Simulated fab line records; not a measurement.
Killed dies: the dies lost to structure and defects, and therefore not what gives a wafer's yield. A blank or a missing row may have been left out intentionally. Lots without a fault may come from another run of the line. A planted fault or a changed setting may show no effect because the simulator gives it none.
Matching of chambers	flow n5 finfet	4 sister chambers for N5_DUMMY_GATE_ETCH_31 on rie diel-02
The step etches SiO2 in C4F6/O2, target depth 82.5 nm, time 27.5 s. 20 wafers are shown with their chamber, then 10 later ones without.

## WAFERS WITH THEIR CHAMBER
wafer	chamber	rf vpp V (V)	showerhead plenum p Torr (Torr)	throttle valve pct (%)
L075.1	1	718	2.88	20.81
L075.2	3	643	2.80	20.90
L075.5	0	661	2.97	20.94
L076.3	1	716	2.88	20.81
L076.5	2	680	2.82	21.55
L076.6	1	717	2.88	20.82
L077.2	2	682	2.82	21.55
L077.3	3	644	2.79	20.91
L077.4	1	718	2.88	20.82
L078.2	3	644	2.79	20.93
L078.3	2	681	2.82	21.56
L078.4	0	660	2.96	20.96
L081.3	1	718	2.88	20.82
L081.4	0	660	2.96	20.96
L081.6	2	682	2.82	21.56
L082.1	1	718	2.88	20.83
L082.2	0	659	2.96	20.98
L082.3	3	645	2.79	20.93
L083.2	2	680	2.82	21.58
L083.5	0	661	2.96	20.97

SIGNATURES (averages over the wafers above)
reading	chamber 0	chamber 1	chamber 2	chamber 3	scatter within a chamber
rf vpp V	660.20	717.50	681.00	644.00	0.877
showerhead plenum p Torr	2.9620	2.8800	2.8200	2.7925	0.00311
throttle valve pct	20.9620	20.8183	21.5600	20.9175	0.0123
Rule: a wafer's distance from a chamber is the root of the sum, over the readings, of the square of ((its reading less the chamber's mean) divided by the reading's scatter). If the next closest chamber is less than 2 further off than the closest, the wafer can't be placed; otherwise it belongs to the closest. How the scatter is found: for the shown wafers, subtract from each reading the mean of its chamber, square and add these, divide the total by (wafers less chambers), then take the root.

## WAFERS WHOSE CHAMBER IS MISSING
wafer	rf vpp V (V)	showerhead plenum p Torr (Torr)	throttle valve pct (%)
L083.6	718	2.87	20.82
L089.1	716	2.87	20.85
L089.4	644	2.78	20.94
L089.6	659	2.95	20.98
L090.1	717	2.87	20.84
L090.3	681	2.81	21.59
L090.5	644	2.78	20.93
L096.2	643	2.78	20.97
L096.4	643	2.78	20.97
L096.6	718	2.86	20.85

## CHAMBER TAKEN BY EACH
wafer	from the rows above	in truth
L083.6	1	1
L089.1	1	1
L089.4	3	3
L089.6	0	0
L090.1	1	1
L090.3	2	2
L090.5	3	3
L096.2	3	3
L096.4	3	3
L096.6	1	1
Correct placement for 10 of the 10. Left unplaced by these rows: 0. Wrongly placed: 0.
